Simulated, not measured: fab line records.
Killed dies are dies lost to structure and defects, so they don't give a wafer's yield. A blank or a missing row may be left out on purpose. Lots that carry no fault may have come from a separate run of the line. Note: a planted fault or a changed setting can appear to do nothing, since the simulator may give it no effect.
Chamber matching ; flow nand-harc ; NHARC_A_WL_FILL_ALD_19 on ald-metal-01 has 4 sister chambers
The step deposits TiN, target thk 2 nm, pulse time 3 s, ald cycles 100. 18 wafers are shown with their chamber, then 9 later ones without.

## WAFERS, EACH WITH ITS CHAMBER
wafer;chamber;heater-power-w (W);precursor-pulse-height-rel
L074.2;0;1103;0.998
L074.5;0;1084;0.997
L074.6;1;1138;0.998
L078.1;3;995;1.025
L078.2;0;1104;1.019
L078.5;1;1114;0.950
L081.1;1;1129;0.970
L081.3;0;1127;1.010
L081.5;1;1121;1.030
L083.2;0;1079;1.013
L083.3;1;1116;0.988
L083.5;0;1106;1.032
L086.1;2;1014;1.005
L086.3;3;969;0.984
L086.6;3;986;1.020
L087.2;0;1121;0.968
L087.3;2;1018;0.971
L087.5;2;1005;1.002

SIGNATURES (averages over the wafers above)
reading;chamber 0;chamber 1;chamber 2;chamber 3;scatter within a chamber
heater-power-w;1103.43;1123.60;1012.33;983.33;13.8
precursor-pulse-height-rel;1.00529;0.98720;0.99267;1.00967;0.0237
Rule: a wafer lies at a distance from a chamber equal to the root of the sum of squares, over the readings, of (its reading less the chamber's mean, divided by the reading's scatter). If the next closest chamber is less than 2 further off than the closest, the wafer can't be placed; otherwise it belongs to the closest. How the scatter is found: for the shown wafers, subtract from each reading the mean of its chamber, square and add these, divide the total by (wafers less chambers), then take the root.

## WAFERS MISSING THEIR CHAMBER
wafer;heater-power-w (W);precursor-pulse-height-rel
L088.2;1005;1.006
L088.3;1144;0.961
L088.6;1113;0.985
L089.2;1116;1.022
L089.3;1022;1.037
L089.4;1095;1.035
L096.1;1021;0.990
L096.3;1131;1.004
L096.5;1038;1.023

## CHAMBER TAKEN BY EACH
wafer;from the rows above;in truth
L088.2;can't be placed: 2 or 3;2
L088.3;can't be placed: 1 or 0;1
L088.6;can't be placed: 1 or 0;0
L089.2;can't be placed: 0 or 1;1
L089.3;can't be placed: 2 or 3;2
L089.4;can't be placed: 0 or 1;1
L096.1;2;2
L096.3;can't be placed: 1 or 0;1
L096.5;can't be placed: 2 or 3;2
1 of 9 placed correctly. Unplaceable from these rows: 8, with the true chamber sitting among the candidates in 8. Wrongly placed: 0.
